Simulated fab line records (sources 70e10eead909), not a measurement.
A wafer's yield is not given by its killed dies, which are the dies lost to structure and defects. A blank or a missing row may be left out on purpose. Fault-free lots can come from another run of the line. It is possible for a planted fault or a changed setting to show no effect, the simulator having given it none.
fab line records + flow nandHarc
[record]
- lots = 6
- wafers = 18
- lastDay = 34
route steps=1302 shown A_CHANNEL_HOLE_D1@471 END@1302
lots with no fault: from the same line, run without faults
startH: start of the lot's first displayed wafer, in hours after the record's first day + waitH: hours elapsed since this lot's preceding step + " as in the row above + L1.1+2: one row covering several wafers at once + - no value, or no start given + * or withheld: withheld + < > ~ a bound
route shown NAME@n: NAME is a module with steps in the file, n the number in the route of the first one + usual: average and standard deviation across the fault-free wafers + same: alike in all rows + chamber/n: place in a boat + sites: readings site by site + _std_site: their standard deviation + _edge_site: inner sites' mean taken away from outer sites' mean + radiusMm: for every site, how far away it sits from the centre of the wafer + mask NAME#n: copy n + behind: the most recent tool/chamber to have shaped the wafer + hold: why the lot was held/for how many hours/how that ended + device: names the non-switching transistor (n, p or np) + end of line: the route-end tests of the same wafers + a step given without rows: its recipe and nothing more + killed: count of dies lost to structure and defects at first sort (not the wafer's yield) + map: shows each die of a wafer: x if killed, . if not, _ if none is there
set.NAME: the setting that was run; set.NAME@STEP: the one run at that earlier step + model.NAME: the simulator's own value behind a step, which no gauge read
lots at selected steps of the route; one table per step, one row per wafer
services: a tool's chamber out of use, with start hour (startH, from the record's first day; less than 0 if before it), hours out, and reason
[[steps]]
[step NHARC_A_CHANNEL_HOLE_D1_ETCH_19]
[recipe]
- biasV = 1200
- sourceW = 2500
- pressureMtorr = 15
- timeS = 34.5
- arFlowSccm = 375
- c4f8FlowSccm = 28.8
- o2FlowSccm = 96.2
- tempC = -20
- targetDepthA = *
- chemistry = C4F8/O2/Ar
[usual]
- drypumpMotorCurrentA = 5.5/0.6
- rfFwdPowerW = 2444/7.7
- runLengthS = 35.53/0.28
- showerheadPlenumPTorr = 3.70/0.079
- throttleValvePct = 37.038/0.0095
| lot.wafer | tool       | chamber | startH | waitH | drypumpMotorCurrentA | rfFwdPowerW | rfHoursCounterH | runLengthS | showerheadPlenumPTorr | throttleValvePct |
|-----------|------------|---------|--------|-------|----------------------|-------------|-----------------|------------|-----------------------|------------------|
| L756.1    | harEtch-02 | 1       | 210.51 | 0.1   | 4.9                  | 2431        | 302             | 35.74      | 3.81                  | 37.048           |
| L756.2    | "          | 0       | "      | "     | 6.4                  | 2450        | 294             | 35.59      | 3.81                  | 37.050           |
| L756.3    | "          | 0       | "      | "     | 6.4                  | 2459        | -               | 35.83      | 3.81                  | 37.021           |
| L762.1    | harEtch-02 | 1       | 238.15 | 0.1   | 4.9                  | 2436        | 322             | 35.55      | 3.80                  | 37.047           |
| L762.2    | "          | 0       | "      | "     | 6.3                  | 2453        | 314             | 35.90      | 3.80                  | 37.036           |
| L762.3    | "          | 0       | "      | "     | 6.4                  | 2441        | -               | 35.85      | 3.80                  | 37.040           |
| L770.4    | harEtch-01 | 0       | 331.80 | 1.7   | 5.9                  | 2452        | -               | 35.18      | 3.64                  | 37.037           |
| L770.6    | "          | 1       | "      | "     | 5.0                  | 2440        | -               | 35.37      | 3.61                  | 37.059           |
| L770.5    | "          | 0       | "      | "     | 5.9                  | 2439        | -               | 35.25      | 3.64                  | 37.047           |
| L769.1    | harEtch-02 | 0       | 332.65 | 1.9   | 6.3                  | 2452        | 363             | 35.99      | 3.77                  | 37.034           |
| L769.4    | "          | 1       | "      | "     | 4.9                  | 2440        | -               | 35.81      | 3.77                  | 37.038           |
| L769.3    | "          | 0       | "      | "     | 6.4                  | 2455        | -               | 35.47      | 3.77                  | 37.048           |
| L772.3    | harEtch-01 | 0       | 342.18 | 0.1   | 5.9                  | 2445        | -               | 35.22      | 3.63                  | 37.023           |
| L772.5    | "          | 0       | "      | "     | 5.9                  | 2444        | -               | 35.38      | 3.63                  | 37.038           |
| L772.6    | "          | 1       | "      | "     | 4.9                  | 2450        | -               | 35.30      | 3.61                  | 37.033           |
| L779.2    | harEtch-01 | 0       | 409.66 | 0.1   | 5.9                  | 2430        | 229             | 35.20      | 3.60                  | 37.032           |
| L779.3    | "          | 0       | "      | "     | 5.9                  | 2447        | -               | 35.63      | 3.60                  | 37.033           |
| L779.5    | "          | 0       | "      | "     | 5.9                  | 2436        | -               | 35.44      | 3.60                  | 37.030           |
[step NHARC_A_CHANNEL_HOLE_D1_ETCH_20]
[recipe]
- biasV = 3000
- sourceW = withheld
- pressureMtorr = 20
- timeS = 361.9
- arFlowSccm = 375
- c4f8FlowSccm = 89.3
- o2FlowSccm = 35.7
- tempC = -20
- targetDepthA = 16000
- chemistry = C4F8/O2/Ar
[usual]
- drypumpMotorCurrentA = 5.5/0.6
- runLengthS = 347.5/3
- showerheadPlenumPTorr = 3.66/0.076
- throttleValvePct = 32.156/0.0094
| lot.wafer | tool       | chamber | startH | waitH | drypumpMotorCurrentA | rfHoursCounterH | runLengthS | showerheadPlenumPTorr | throttleValvePct |
|-----------|------------|---------|--------|-------|----------------------|-----------------|------------|-----------------------|------------------|
| L756.1    | harEtch-02 | 1       | 210.62 | 0.1   | 4.9                  | 302             | 346.9      | 3.76                  | 32.169           |
| L756.2    | "          | 0       | "      | "     | 6.4                  | 295             | 346.9      | 3.77                  | 32.169           |
| L756.3    | "          | 0       | "      | "     | 6.4                  | -               | 346.9      | 3.77                  | 32.167           |
| L762.1    | harEtch-02 | 1       | 238.26 | 0.1   | 4.9                  | 322             | 346.9      | 3.75                  | 32.168           |
| L762.2    | "          | 0       | "      | "     | 6.3                  | 314             | 346.9      | 3.76                  | 32.163           |
| L762.3    | "          | 0       | "      | "     | 6.3                  | -               | 346.9      | 3.76                  | 32.150           |
| L770.4    | harEtch-01 | 0       | 332.01 | 0.2   | 5.9                  | -               | 346.9      | 3.60                  | 32.130           |
| L770.6    | "          | 1       | "      | "     | 4.9                  | -               | 346.9      | 3.58                  | 32.150           |
| L770.5    | "          | 0       | "      | "     | 5.9                  | -               | 346.9      | 3.60                  | 32.147           |
| L769.1    | harEtch-02 | 0       | 332.79 | 0.1   | 6.4                  | 364             | 346.9      | 3.73                  | 32.156           |
| L769.4    | "          | 1       | "      | "     | 4.9                  | -               | 346.9      | 3.72                  | 32.157           |
| L769.3    | "          | 0       | "      | "     | 6.3                  | -               | 346.9      | 3.73                  | 32.154           |
| L772.3    | harEtch-01 | 0       | 342.36 | 0.2   | 5.9                  | -               | 346.9      | 3.59                  | 32.156           |
| L772.5    | "          | 0       | "      | "     | 5.9                  | -               | 346.9      | 3.59                  | 32.161           |
| L772.6    | "          | 1       | "      | "     | 5.0                  | -               | 346.9      | 3.57                  | 32.188           |
| L779.2    | harEtch-01 | 0       | 409.78 | 0.1   | 5.9                  | 229             | 346.9      | 3.57                  | 32.150           |
| L779.3    | "          | 0       | "      | "     | 5.9                  | -               | 346.9      | 3.57                  | 32.174           |
| L779.5    | "          | 0       | "      | "     | 5.9                  | -               | 346.9      | 3.57                  | 32.160           |
[step NHARC_A_CHANNEL_HOLE_D1_ETCH_21]
[recipe]
- biasV = 3000
- sourceW = withheld
- pressureMtorr = 20
- timeS = 514.3
- arFlowSccm = 375
- c4f8FlowSccm = 89.3
- o2FlowSccm = 35.7
- tempC = -20
- targetDepthA = 16000
- chemistry = C4F8/O2/Ar
[usual]
- drypumpMotorCurrentA = 5.5/0.6
- runLengthS = 499.9/2.9
- showerheadPlenumPTorr = 3.66/0.076
- throttleValvePct = 32.154/0.0088
| lot.wafer | tool       | chamber | startH | waitH | drypumpMotorCurrentA | rfHoursCounterH | runLengthS | showerheadPlenumPTorr | throttleValvePct |
|-----------|------------|---------|--------|-------|----------------------|-----------------|------------|-----------------------|------------------|
| L756.1    | harEtch-02 | 1       | 210.94 | 0.3   | 4.9                  | 303             | 499.3      | 3.76                  | 32.143           |
| L756.2    | "          | 0       | "      | "     | 6.4                  | 295             | 499.3      | 3.77                  | 32.162           |
| L756.3    | "          | 0       | "      | "     | 6.3                  | -               | 499.3      | 3.77                  | 32.133           |
| L762.1    | harEtch-02 | 1       | 238.57 | 0.3   | 4.9                  | 322             | 499.3      | 3.75                  | 32.156           |
| L762.2    | "          | 0       | "      | "     | 6.4                  | 314             | 499.3      | 3.76                  | 32.157           |
| L762.3    | "          | 0       | "      | "     | 6.4                  | -               | 499.3      | 3.76                  | 32.149           |
| L770.4    | harEtch-01 | 0       | 332.39 | 0.3   | 5.9                  | -               | 499.3      | 3.60                  | 32.147           |
| L770.6    | "          | 1       | "      | "     | 5.0                  | -               | 499.3      | 3.58                  | 32.157           |
| L770.5    | "          | 0       | "      | "     | 5.9                  | -               | 499.3      | 3.60                  | 32.155           |
| L769.1    | harEtch-02 | 0       | 333.13 | 0.3   | 6.4                  | 364             | 499.3      | 3.73                  | 32.154           |
| L769.4    | "          | 1       | "      | "     | 4.9                  | -               | 499.3      | 3.72                  | 32.156           |
| L769.3    | "          | 0       | "      | "     | 6.4                  | -               | 499.3      | 3.73                  | 32.174           |
| L772.3    | harEtch-01 | 0       | 342.72 | 0.3   | 5.9                  | -               | 499.3      | 3.59                  | 32.154           |
| L772.5    | "          | 0       | "      | "     | 5.9                  | -               | 499.3      | 3.59                  | 32.142           |
| L772.6    | "          | 1       | "      | "     | 5.0                  | -               | 499.3      | 3.57                  | 32.157           |
| L779.2    | harEtch-01 | 0       | 410.09 | 0.3   | 5.9                  | 229             | 499.3      | 3.57                  | 32.160           |
| L779.3    | "          | 0       | "      | "     | 5.9                  | -               | 499.3      | 3.57                  | 32.139           |
| L779.5    | "          | 0       | "      | "     | 5.9                  | -               | 499.3      | 3.57                  | 32.139           |
[step NHARC_A_CHANNEL_HOLE_D1_ETCH_22]
[recipe]
- biasV = 3000
- sourceW = withheld
- pressureMtorr = 20
- timeS = 666.7
- arFlowSccm = 375
- c4f8FlowSccm = 89.3
- o2FlowSccm = 35.7
- tempC = -20
- targetDepthA = 16000
- chemistry = C4F8/O2/Ar
[step NHARC_A_CHANNEL_HOLE_D1_ETCH_23]
[recipe]
- biasV = 5000
- sourceW = withheld
- pressureMtorr = 20
- timeS = 819
- arFlowSccm = 375
- c4f8FlowSccm = 89.3
- o2FlowSccm = 35.7
- tempC = -20
- targetDepthA = 16000
- chemistry = C4F8/O2/Ar
[step NHARC_A_CHANNEL_HOLE_D1_ETCH_24]
[recipe]
- biasV = 5000
- sourceW = withheld
- pressureMtorr = 20
- timeS = 906.2
- arFlowSccm = 375
- c4f8FlowSccm = 93.8
- o2FlowSccm = 31.2
- tempC = -20
- targetDepthA = 15000
- chemistry = C4F8/O2/Ar
[step NHARC_A_CHANNEL_HOLE_D1_ETCH_25]
[recipe]
- biasV = 5000
- sourceW = withheld
- pressureMtorr = 20
- timeS = 1040.2
- arFlowSccm = 375
- c4f8FlowSccm = 93.8
- o2FlowSccm = 31.2
- tempC = -20
- targetDepthA = 15000
- chemistry = C4F8/O2/Ar
[step NHARC_A_CHANNEL_HOLE_D1_ETCH_26]
[recipe]
- biasV = 300
- sourceW = 2000
- pressureMtorr = 30
- timeS = 224.1
- arFlowSccm = 375
- c4f8FlowSccm = 11.4
- o2FlowSccm = 113.6
- tempC = -20
- targetDepthA = 3000
- chemistry = C4F8/O2/Ar
[step NHARC_A_CHANNEL_HOLE_D1_ETCH_33]
[recipe]
- biasV = 400
- sourceW = 2000
- pressureMtorr = 25
- timeS = 90
- arFlowSccm = 375
- c4f8FlowSccm = 41.7
- o2FlowSccm = 83.3
- tempC = -20
- targetDepthA = 4000
- chemistry = C4F8/O2/Ar
[usual]
- drypumpMotorCurrentA = 5.5/0.6
- rfFwdPowerW = 1986/6.8
- runLengthS = 121.13/0.29
- showerheadPlenumPTorr = 3.70/0.078
- throttleValvePct = 27.622/0.0098
| lot.wafer | tool       | chamber | startH | waitH | drypumpMotorCurrentA | rfFwdPowerW | rfHoursCounterH | runLengthS | showerheadPlenumPTorr | throttleValvePct |
|-----------|------------|---------|--------|-------|----------------------|-------------|-----------------|------------|-----------------------|------------------|
| L756.1    | harEtch-02 | 1       | 214.46 | 0.2   | 4.9                  | 1987        | 306             | 121.34     | 3.80                  | 27.619           |
| L756.2    | "          | 0       | "      | "     | 6.3                  | 1992        | 298             | 121.19     | 3.81                  | 27.621           |
| L756.3    | "          | 0       | "      | "     | 6.4                  | 1999        | -               | 121.03     | 3.81                  | 27.622           |
| L762.1    | harEtch-02 | 1       | 242.12 | 0.2   | 4.9                  | 1991        | 325             | 121.42     | 3.79                  | 27.622           |
| L762.2    | "          | 0       | "      | "     | 6.3                  | 1990        | 318             | 121.00     | 3.80                  | 27.629           |
| L762.3    | "          | 0       | "      | "     | 6.4                  | 1981        | -               | 121.44     | 3.80                  | 27.611           |
| L770.4    | harEtch-01 | 0       | 335.81 | 0.2   | 5.9                  | 1978        | -               | 120.78     | 3.63                  | 27.625           |
| L770.6    | "          | 1       | "      | "     | 4.9                  | 1997        | -               | 121.02     | 3.61                  | 27.621           |
| L770.5    | "          | 0       | "      | "     | 5.9                  | 1985        | -               | 120.86     | 3.63                  | 27.607           |
| L769.1    | harEtch-02 | 0       | 336.62 | 0.2   | 6.4                  | 1989        | 367             | 121.63     | 3.77                  | 27.615           |
| L769.4    | "          | 1       | "      | "     | 4.9                  | 1976        | -               | 121.37     | 3.76                  | 27.633           |
| L769.3    | "          | 0       | "      | "     | 6.3                  | 1997        | -               | 121.15     | 3.77                  | 27.614           |
| L772.3    | harEtch-01 | 0       | 346.21 | 0.2   | 5.9                  | 1992        | -               | 120.64     | 3.63                  | 27.626           |
| L772.5    | "          | 0       | "      | "     | 5.9                  | 1987        | -               | 121.22     | 3.63                  | 27.618           |
| L772.6    | "          | 1       | "      | "     | 5.0                  | 1985        | -               | 120.84     | 3.61                  | 27.608           |
| L779.2    | harEtch-01 | 0       | 413.65 | 0.2   | 5.9                  | 1984        | 233             | 120.80     | 3.60                  | 27.616           |
| L779.3    | "          | 0       | "      | "     | 5.9                  | 1984        | -               | 120.62     | 3.60                  | 27.628           |
| L779.5    | "          | 0       | "      | "     | 5.9                  | 1986        | -               | 120.82     | 3.60                  | 27.617           |
[step NHARC_A_CHANNEL_HOLE_D1_STRIP_41]
[recipe]
- n2FlowSccm = 150
- h2FlowSccm = 150
- arFlowSccm = 0
- biasW = 0
- chemistry = N2/H2
[step NHARC_A_CHANNEL_HOLE_D1_STRIP_42]
[recipe]
- cf4FlowSccm = 100
- chf3FlowSccm = 30
- arFlowSccm = 0
- biasW = 0
- chemistry = CF4/CHF3
[step NHARC_A_CHANNEL_HOLE_D1_STRIP_43]
[recipe]
- o2FlowSccm = 400
- cosFlowSccm = 20
- arFlowSccm = 0
- biasW = 0
- chemistry = O2/COS
[step NHARC_A_CHANNEL_HOLE_D1_ETCH_44]
[recipe]
- targetDepthA = 1400
- overetchA = 140
- timeS = 77
- ionEnergyEv = 100
- cf4FlowSccm = 80
- o2FlowSccm = 20
- arFlowSccm = 0
- rfW = 300
- biasW = 100
- chemistry = CF4/O2
[usual]
- drypumpMotorCurrentA = 6.0/0.34
- oes_ar_750_au = 1.000/0.0045
- oesProductAu = 1.001/0.0098
- rfFwdPowerW = 297.2/1.2
- rfVppV = 197.7/1.4
- runLengthS = 98.4/0.37
- showerheadPlenumPTorr = 1.33/0.058
- throttleValvePct = 13.397/0.0077
| lot.wafer | tool       | chamber | startH | waitH | drypumpMotorCurrentA | oes_ar_750_au | oesProductAu | rfFwdPowerW | rfHoursCounterH | rfVppV | runLengthS | showerheadPlenumPTorr | throttleValvePct |
|-----------|------------|---------|--------|-------|----------------------|---------------|--------------|-------------|-----------------|--------|------------|-----------------------|------------------|
| L756.1    | rieDiel-06 | 0       | 215.21 | 0.1   | 5.2                  | 1.000         | 0.978        | 296.8       | 23              | 197.5  | 97.9       | 1.35                  | 13.396           |
| L756.3    | "          | 1       | "      | "     | 6.0                  | 1.015         | 1.025        | 295.9       | 24              | 199.1  | 99.1       | 1.38                  | 13.400           |
| L756.2    | "          | 2       | "      | "     | 6.2                  | 0.998         | 0.982        | 299.4       | 21              | 196.9  | 98.9       | 1.30                  | 13.401           |
| L762.1    | rieDiel-09 | 3       | 242.86 | 0.1   | 6.3                  | 1.003         | 1.003        | 297.4       | 8               | 196.8  | 98.7       | 1.25                  | 13.398           |
| L762.3    | "          | 0       | "      | "     | 5.7                  | 0.998         | 1.004        | 297.4       | 8               | 197.1  | 99.0       | 1.29                  | 13.392           |
| L762.2    | "          | 2       | "      | "     | 6.5                  | 1.010         | 0.994        | 295.9       | 7               | 198.4  | 97.9       | 1.39                  | 13.395           |
| L770.4    | rieDiel-09 | 2       | 336.46 | 0.0   | 6.5                  | 1.004         | 0.981        | -           | 0               | 197.2  | 87.7       | 1.39                  | 13.395           |
| L770.6    | "          | 2       | "      | "     | 6.5                  | 1.004         | 0.988        | 295.9       | -               | 200.4  | 97.9       | 1.39                  | 13.395           |
| L770.5    | "          | 3       | "      | "     | 6.3                  | 0.995         | 1.005        | 297.8       | -               | 194.6  | 98.7       | 1.25                  | 13.398           |
| L769.3    | rieDiel-09 | 3       | 337.33 | 0.1   | 6.3                  | 1.003         | 1.012        | 296.9       | 0               | 197.2  | 98.4       | 1.25                  | 13.395           |
| L769.4    | "          | 0       | "      | "     | 5.7                  | 0.995         | 1.003        | -           | 0               | 195.1  | 88.7       | 1.29                  | 13.394           |
| L769.1    | "          | 2       | "      | "     | 6.5                  | 1.006         | 0.991        | 297.4       | 0               | 198.6  | 97.7       | 1.39                  | 13.386           |
| L772.3    | rieDiel-02 | 0       | 346.89 | 0.1   | 5.9                  | 0.993         | 1.001        | 298.0       | 43              | 195.9  | 98.4       | 1.26                  | 13.394           |
| L772.5    | "          | 0       | "      | "     | 5.9                  | 0.998         | 1.003        | 298.7       | -               | 195.9  | 97.5       | 1.26                  | 13.395           |
| L772.6    | "          | 1       | "      | "     | 5.8                  | 1.001         | 1.003        | 297.6       | -               | 195.8  | 98.0       | 1.28                  | 13.398           |
| L779.2    | rieDiel-09 | 0       | 414.43 | 0.1   | 5.7                  | 0.999         | 1.009        | 297.0       | 9               | 196.4  | 98.9       | 1.29                  | 13.376           |
| L779.3    | "          | 1       | "      | "     | 6.1                  | 0.995         | 0.995        | 298.1       | 9               | 201.3  | 98.2       | 1.39                  | 13.397           |
| L779.5    | "          | 2       | "      | "     | 6.5                  | 0.996         | 0.993        | 295.7       | -               | 197.9  | 98.0       | 1.39                  | 13.394           |
[step NHARC_A_CHANNEL_HOLE_D1_STRIP_27]
[recipe]
- o2FlowSccm = 500
- arFlowSccm = 0
- biasW = 0
- chemistry = O2
[usual]
- drypumpMotorCurrentA = 6.1/0.33
- oesProductAu = 1.000/0.011
- rfVppV = 57.7/0.78
- showerheadPlenumPTorr = 3.51/0.15
- throttleValvePct = 17.037/0.0093
| lot.wafer | tool       | chamber | startH | waitH | drypumpMotorCurrentA | oesProductAu | rfHoursCounterH | rfVppV | showerheadPlenumPTorr | throttleValvePct |
|-----------|------------|---------|--------|-------|----------------------|--------------|-----------------|--------|-----------------------|------------------|
| L756.2    | rieDiel-06 | 1       | -      | -     | 6.1                  | 1.013        | 24              | 57.3   | 3.65                  | 17.031           |
| L756.1    | "          | 2       | "      | "     | 6.2                  | 0.976        | 21              | 58.1   | 3.44                  | 17.052           |
| L756.3    | "          | 3       | "      | "     | 5.8                  | 0.984        | 21              | 58.4   | 3.28                  | 17.032           |
| L762.2    | rieDiel-09 | 0       | -      | -     | 5.8                  | 0.990        | 8               | 59.0   | 3.42                  | 17.028           |
| L762.3    | "          | 2       | "      | "     | 6.6                  | 1.006        | 7               | 57.3   | 3.66                  | 17.059           |
| L762.1    | "          | 3       | "      | "     | 6.3                  | 1.009        | 8               | 56.0   | 3.33                  | 17.030           |
| L770.4    | rieDiel-09 | 0       | -      | -     | 5.7                  | 0.992        | 0               | 57.0   | 3.41                  | 17.018           |
| L770.6    | "          | 0       | "      | "     | 5.8                  | 0.976        | -               | 58.3   | 3.41                  | 17.031           |
| L770.5    | "          | 1       | "      | "     | 6.0                  | 0.988        | -               | 57.0   | 3.67                  | 17.033           |
| L769.4    | rieDiel-09 | 0       | -      | -     | 5.7                  | 1.003        | 0               | 58.2   | 3.41                  | 17.050           |
| L769.1    | "          | 2       | "      | "     | 6.5                  | 0.990        | 0               | 56.9   | 3.66                  | 17.044           |
| L769.3    | "          | 3       | "      | "     | 6.3                  | 1.016        | 0               | 56.7   | 3.32                  | 17.031           |
| L772.3    | rieDiel-02 | 1       | -      | -     | 5.8                  | 1.017        | 45              | 57.0   | 3.39                  | 17.023           |
| L772.6    | "          | 3       | "      | "     | 6.1                  | 1.002        | -               | 57.4   | 3.34                  | 17.033           |
| L772.5    | "          | 0       | "      | "     | 5.9                  | 1.012        | -               | 58.4   | 3.34                  | 17.046           |
| L779.2    | rieDiel-09 | 1       | -      | -     | 6.0                  | 0.985        | 9               | 58.0   | 3.66                  | 17.044           |
| L779.3    | "          | 2       | "      | "     | 6.5                  | 0.987        | 7               | 58.9   | 3.65                  | 17.041           |
| L779.5    | "          | 1       | "      | "     | 6.0                  | 0.992        | -               | 57.3   | 3.66                  | 17.041           |
[step NHARC_END_SORT_01]
[recipe]
- tempC = 25
[usual]
- killedAtArray = 58/20
- killedAtOther = 0.8/1
- killedAtPeriphery = 4.6/2.8
- killedDies = 63/19
- killedOpen = 3.4/2
- killedShort = 2.4/1.8
[same]
- grossDies = 677
| lot.wafer | tool      | chamber | startH | waitH | killedAtArray | killedAtOther | killedAtPeriphery | killedDies | killedOpen | killedShort |
|-----------|-----------|---------|--------|-------|---------------|---------------|-------------------|------------|------------|-------------|
| L756.1    | prober-01 | 0       | 580.25 | 2.5   | 51            | 0             | 3                 | 54         | 1          | 6           |
| L756.2    | prober-01 | 0       | 581.06 | 2.8   | 48            | 2             | 4                 | 54         | 2          | 5           |
| L756.3    | prober-01 | 0       | 581.86 | 3.1   | 34            | 1             | 3                 | 38         | 2          | 2           |
| L769.4    | prober-02 | 0       | 703.72 | 3.4   | 675           | 0             | 2                 | 677        | 2          | 1           |
| L770.4    | prober-02 | 0       | 728.98 | 3.4   | 671           | 0             | 6                 | 677        | 3          | 2           |
// killed by level:class
L756.1 A_CHANNEL_HOLE_D1:chamberFilmFlake=30 A_CHANNEL_HOLE_D2:chamberFilmFlake=6 A_STAIRCASE:chamberFilmFlake=3 A_CONTACT:chamberFilmFlake=3 A_ONON_D1:geometricParticle:short=2 P_STI:chamberFilmFlake=2 P_GATE:geometricParticle:short=1 A_SOURCE_PLATE:geometricParticle:short=1
L756.2 A_CHANNEL_HOLE_D1:chamberFilmFlake=26 A_CHANNEL_HOLE_D2:chamberFilmFlake=7 A_CHANNEL_FILL_D1:geometricParticle:short=3 P_GATE:chamberFilmFlake=3 A_STAIRCASE:chamberFilmFlake=2 A_SGD_CUT:chamberFilmFlake=2 A_CONTACT:chamberFilmFlake=2 THIN_TSV:chamberFilmFlake=2
L756.3 A_CHANNEL_HOLE_D1:chamberFilmFlake=17 A_SGD_CUT:chamberFilmFlake=4 P_GATE:chamberFilmFlake=3 A_CONTACT:chamberFilmFlake=2 A_CHANNEL_HOLE_D2:chamberFilmFlake=2 A_SLIT:chamberFilmFlake=2 A_WL_FILL:chamberFilmFlake=2 A_ONON_D1:geometricParticle:short=1
L769.4 A_CHANNEL_HOLE_D1:areaEtch=586 A_CHANNEL_HOLE_D1:chamberFilmFlake=39 A_SLIT:chamberFilmFlake=25 A_CHANNEL_HOLE_D2:chamberFilmFlake=20 P_CONTACT:geometricParticle:open=2 A_CONTACT:chamberFilmFlake=2 A_M1:geometricParticle:short=1 A_STAIRCASE:chamberFilmFlake=1
L770.4 A_CHANNEL_HOLE_D1:areaEtch=642 A_CHANNEL_HOLE_D1:chamberFilmFlake=13 A_SLIT:chamberFilmFlake=5 A_STAIRCASE:chamberFilmFlake=3 A_CONTACT:chamberFilmFlake=3 P_M1:chamberFilmFlake=2 P_STI:geometricParticle:open=1 P_CONTACT:geometricParticle:short=1
// map L769.4 (x killed, . not)
____________x____________
_________xxxxxxx_________
_______xxxxxxxxxxx_______
______xxxxxxxxxxxxx______
_____xxxxxxxxxxxxxxx_____
____xxxxxxxxxxxxxxxxx____
____xxxxxxxxxxxxxxxxx____
___xxxxxxxxxxxxxxxxxxx___
___xxxxxxxxxxxxxxxxxxx___
__xxxxxxxxxxxxxxxxxxxxx__
__xxxxxxxxxxxxxxxxxxxxx__
_xxxxxxxxxxxxxxxxxxxxxxx_
_xxxxxxxxxxxxxxxxxxxxxxx_
_xxxxxxxxxxxxxxxxxxxxxxx_
_xxxxxxxxxxxxxxxxxxxxxxx_
_xxxxxxxxxxxxxxxxxxxxxxx_
xxxxxxxxxxxxxxxxxxxxxxxxx
xxxxxxxxxxxxxxxxxxxxxxxxx
xxxxxxxxxxxxxxxxxxxxxxxxx
xxxxxxxxxxxxxxxxxxxxxxxxx
xxxxxxxxxxxxxxxxxxxxxxxxx
_xxxxxxxxxxxxxxxxxxxxxxx_
_xxxxxxxxxxxxxxxxxxxxxxx_
_xxxxxxxxxxxxxxxxxxxxxxx_
_xxxxxxxxxxxxxxxxxxxxxxx_
_xxxxxxxxxxxxxxxxxxxxxxx_
__xxxxxxxxxxxxxxxxxxxxx__
__xxxxxxxxxxxxxxxxxxxxx__
___xxxxxxxxxxxxxxxxxxx___
___xxxxxxxxxxxxxxxxxxx___
____xxxxxxxxxxxxxxxxx____
____xxxxxxxxxxxxxxxxx____
_____xxxxxxxxxxxxxxx_____
______xxxxxxxxxxxxx______
_______xxxxxxxxxxx_______
_________xxxxxxx_________
____________x____________
// map L770.4 (x killed, . not)
____________x____________
_________xxxxxxx_________
_______xxxxxxxxxxx_______
______xxxxxxxxxxxxx______
_____xxxxxxxxxxxxxxx_____
____xxxxxxxxxxxxxxxxx____
____xxxxxxxxxxxxxxxxx____
___xxxxxxxxxxxxxxxxxxx___
___xxxxxxxxxxxxxxxxxxx___
__xxxxxxxxxxxxxxxxxxxxx__
__xxxxxxxxxxxxxxxxxxxxx__
_xxxxxxxxxxxxxxxxxxxxxxx_
_xxxxxxxxxxxxxxxxxxxxxxx_
_xxxxxxxxxxxxxxxxxxxxxxx_
_xxxxxxxxxxxxxxxxxxxxxxx_
_xxxxxxxxxxxxxxxxxxxxxxx_
xxxxxxxxxxxxxxxxxxxxxxxxx
xxxxxxxxxxxxxxxxxxxxxxxxx
xxxxxxxxxxxxxxxxxxxxxxxxx
xxxxxxxxxxxxxxxxxxxxxxxxx
xxxxxxxxxxxxxxxxxxxxxxxxx
_xxxxxxxxxxxxxxxxxxxxxxx_
_xxxxxxxxxxxxxxxxxxxxxxx_
_xxxxxxxxxxxxxxxxxxxxxxx_
_xxxxxxxxxxxxxxxxxxxxxxx_
_xxxxxxxxxxxxxxxxxxxxxxx_
__xxxxxxxxxxxxxxxxxxxxx__
__xxxxxxxxxxxxxxxxxxxxx__
___xxxxxxxxxxxxxxxxxxx___
___xxxxxxxxxxxxxxxxxxx___
____xxxxxxxxxxxxxxxxx____
____xxxxxxxxxxxxxxxxx____
_____xxxxxxxxxxxxxxx_____
______xxxxxxxxxxxxx______
_______xxxxxxxxxxx_______
_________xxxxxxx_________
____________x____________
[[services]]
| tool       | chamber | startH | hours | kind                        |
|------------|---------|--------|-------|-----------------------------|
| harEtch-02 | 0       | 187.44 | -     | consumableReplace:focusRing |
| harEtch-02 | 0       | 187.44 | 17.0  | scheduledDown               |
| harEtch-02 | 0       | 187.44 | 17.0  | ventCycle                   |
| rieDiel-02 | 3       | 198.51 | 4.3   | repair                      |
| rieDiel-09 | 0       | 201.17 | -     | clean                       |
| rieDiel-09 | 1       | 201.17 | -     | clean                       |
| rieDiel-02 | -       | 216.77 | 9.0   | pm                          |
| harEtch-02 | -       | 224.44 | 0.6   | repair                      |
| rieDiel-09 | 1       | 251.16 | 3.1   | repair                      |
| rieDiel-06 | 1       | 276.71 | 102.2 | repair                      |
| rieDiel-09 | 2       | 306.85 | 2.8   | repair                      |
| rieDiel-06 | -       | 308.34 | 9.0   | pm                          |
| rieDiel-09 | -       | 320.17 | 9.0   | pm                          |
| rieDiel-02 | 3       | 334.95 | 6.6   | repair                      |
| rieDiel-09 | 2       | 339.67 | 7.1   | repair                      |
| harEtch-02 | -       | 377.00 | 17.0  | pm                          |
| harEtch-02 | 0       | 377.00 | 17.0  | ventCycle                   |
| harEtch-02 | 1       | 377.00 | 17.0  | ventCycle                   |
| rieDiel-02 | -       | 393.77 | 9.0   | pm                          |
| harEtch-02 | 0       | 394.00 | -     | clean                       |
| harEtch-02 | 0       | 394.00 | -     | consumableReplace:focusRing |
| harEtch-02 | 1       | 394.00 | -     | clean                       |
| harEtch-02 | 1       | 394.00 | -     | consumableReplace:focusRing |
| rieDiel-09 | 3       | 406.60 | 12.5  | repair                      |
[[key]]
[firstSign]
- step = NHARC_A_CHANNEL_HOLE_D1_ETCH_44
- reading = runLengthS
- direction = down
- sigmas = 28
- usual = *
- struck = *
[effect]
- step = NHARC_END_SORT_01
- reading = killedDies
- direction = up
- sigmas = 32
- usual = 63
- struck = 677
[moreKillsBornAt]
- NHARC_A_CHANNEL_HOLE_D1_ETCH_44@rieDiel-09 = 1228
metAt NHARC_A_CHANNEL_HOLE_D1_ETCH_44
struckWafers L769.4,L770.4
laterRowsLeftOut L769.4,L770.4
testerLeftOut L769,L770
onsetBetween 242.86 336.46
[fault]
- kind = processParameterDrift
- tool = rieDiel-09
- chamber = -
- onsetH = 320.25
- steps = NHARC_A_CHANNEL_HOLE_D1_ETCH_44
- channel = timeS
- offset = *
- shape = step
- endH = 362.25
- scope = struckWafersOnly
- actsIn = *
- stated = *
// testerLeftOut: of these lots the tester's yield and bins aren't shown, on N5 and GAA mostly nor the transistor test; their killed dies are dies lost to structure and defects alone, not to doping, threshold or leakage, so they don't give the yield
// laterRowsLeftOut: the simulator's readings of these wafers behind a module that went badly wrong aren't trusted and aren't shown, but for the sort
